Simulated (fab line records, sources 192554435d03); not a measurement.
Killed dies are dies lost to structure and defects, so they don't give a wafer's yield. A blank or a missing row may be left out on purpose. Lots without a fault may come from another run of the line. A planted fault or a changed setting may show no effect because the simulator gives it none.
A struck lot beside a sound one | flow n5_finfet | 37 steps out of a route of 1938
Sound: wafers L202.1, L202.3, L202.5. Struck: wafers L210.1, L210.2, L210.3. The cause comes at the end.
At each step with rows: each side's tool, then ch and its chambers, then its first start. Under that, the readings that differ: sound wafers | struck wafers | difference of the means | sigmas: that difference in standard deviations of wafers without a fault.
alike: readings whose means differ by less than 2 such deviations, and words and numbers that are the same on both sides. not compared: withheld readings, readings that some wafer has no value for, bounds like >300 that may hide the same value, and numbers for which the record gives no deviation and whose values overlap.
The two part at a step that has a row with sigmas, a row that says differs or no value, or rows on one side only. Numbers that don't overlap but have no deviation are shown without sigmas and don't part them. A reading that every wafer of one side lacks parts them only if that side has two wafers or more.

first, 9 steps without rows for these wafers: N5_BEOL_M4_ANNEAL_95 (time 240 s); N5_BEOL_M4_SPUTTER_96 (material Cu, target thk 4.5 nm, time 8.29 s); N5_BEOL_M4_ECD_50 (material Cu, target thk 300 nm); N5_BEOL_M4_ANNEAL_51 (time 90 s); N5_BEOL_M4_CMP_52 (polishes, stops on SiOC, t overpolish 6.8 s, target thk 40 nm); N5_BEOL_M4_PRE_CLEAN_60 (time 15 s); N5_BEOL_M4_CO_CAP_55 (material Co, precursor CCTBA/H2, target thk 2 nm, time 102.1 s); N5_BEOL_M4_PRE_CLEAN_56 (time 15 s); N5_BEOL_M4_DEP_57 (deposits SiCN from 3MS/NH3, target thk 8 nm, time 14 s).
N5_BEOL_M4_RC_MEAS_101:
  sound on prober-02 ch 0, day 13 11:52; struck on prober-01 ch 0, day 14 19:16
  alike: DIBL_N, DIBL_P, IOFF_N, IOFF_P, ION_N, ION_P, SS_N, SS_P, VT_N, VT_P
then, 24 steps without rows for these wafers: N5_BEOL_M5_ILD_DEP_00 (deposits SiCOH lowk from DEMS/porogen, target thk 140.64 nm, time 25.9 s); N5_BEOL_M5_CURE_79 (cures SiCOH lowk, time 240 s); N5_BEOL_M5_PECVD_70 (deposits SiO2 from TEOS/O2, target thk 16 nm, time 18 s); N5_BEOL_M5_HM_DEP_02 (deposits TiN, target thk 20 nm); N5_BEOL_M5_COAT_59 (time 60 s, resist thk 60 nm); N5_BEOL_M5_COAT_60 (time 60 s, resist thk 12 nm); N5_BEOL_M5_COAT_71 (time 60 s, resist thk 5 nm); N5_BEOL_M5_COAT_05 (resist thk 30 nm); N5_BEOL_M5_EBR_07; N5_BEOL_M5_SOFTBAKE_06 (time 60 s); N5_BEOL_M5_EXPOSE_08 (exposes mask M5, target cd 28 nm); N5_BEOL_M5_PEB_09 (peb time 60 s); N5_BEOL_M5_DEVELOP_10 (develop time 30 s); N5_BEOL_M5_DESCUM_16 (chemistry O2, time 7 s); N5_BEOL_M5_ETCH_72 (etches underlayer in N2/H2, target depth 6.5 nm, time 5.2 s); N5_BEOL_M5_ETCH_61 (etches SiARC in CF4, target depth 15.6 nm, time 26 s); N5_BEOL_M5_ETCH_62 (etches SOC in N2/H2, target depth 75 nm, overetch 15 nm, time 112.5 s); N5_BEOL_M5_STRIP_63 (strips in N2/H2); N5_BEOL_M5_STRIP_73 (strips in N2/H2); N5_BEOL_M5_STRIP_64 (strips in CF4); N5_BEOL_M5_HM_OPEN_17 (chemistry Cl2/BCl3, target TiN, target depth 20 nm, overetch 6 nm); N5_BEOL_M5_STRIP_19 (strips in O2); N5_BEOL_M5_COAT_65 (time 60 s, resist thk 60 nm); N5_BEOL_M5_COAT_66 (time 60 s, resist thk 12 nm).
-- the record jumps here: 3 days lie between the struck wafers' starts before and after (it left off in module BEOL_M5 and takes up again in module BEOL_M12, whose first step shown is number 1608 of the route) --
N5_BEOL_M12_EXPOSE_07: exposes mask V11.
  sound on krf_scanner-02 ch 0, day 16 06:29; struck on krf_scanner-02 ch 0, day 18 00:50
  reading                          | sound       | struck         | difference | sigmas
  model.BEOL_M12.overlay_x_nm (nm) | 2.4 2.4 2.4 | 39.4 39.4 39.4 | +37.0      |
  alike: mask
N5_BEOL_M12_OVL_MEAS_11:
  sound on overlay-02 ch 0, day 16 06:41; struck on overlay-01 ch 0, day 18 01:03
  reading      | sound   | struck   | difference | sigmas
  V11_OVL (nm) | 15 10 2 | 27 33 29 | +21        | +3
-- the record jumps here: 2 days lie between the struck wafers' starts before and after (it left off in module BEOL_M12 and takes up again in module PASSIVATION, whose first step shown is number 1936 of the route) --
N5_PASSIVATION_PROBE_49:
  sound on prober-02, day 18 11:35; struck on prober-02, day 20 04:02
  reading                  | sound          | struck         | difference | sigmas
  defect_limited_yield (%) | 91.0 91.4 89.4 | 44.2 59.0 44.1 | -41.5      | -28
  killed_at_M4_up          | 9 9 17         | 577 396 566    | +501       | +96
  killed_dies              | 106 102 125    | 659 484 660    | +490       | +27
  killed_on_rim            | 11 8 10        | 79 57 90       | +66        | +16
  sort_bin_5_function (%)  | 5.1 5.3 6.9    | 28.9 20.2 27.9 | +19.9      | +20
  sort_n_pass              | 1074 1078 1055 | 521 696 520    | -490       | -27
  sort_yield_pct (%)       | 91.0 91.4 89.4 | 44.2 59.0 44.1 | -41.5      | -28
  alike: killed_at_M0_to_M3, killed_at_contacts, killed_at_front_end, killed_at_other, killed_open, killed_short, sort_bin_4_leakage, sort_bin_6_memory, sort_bin_8_speed

WHERE THEY PART
First at N5_BEOL_M12_OVL_MEAS_11; last, within this record, at N5_PASSIVATION_PROBE_49.

WHY: what the simulator had put in
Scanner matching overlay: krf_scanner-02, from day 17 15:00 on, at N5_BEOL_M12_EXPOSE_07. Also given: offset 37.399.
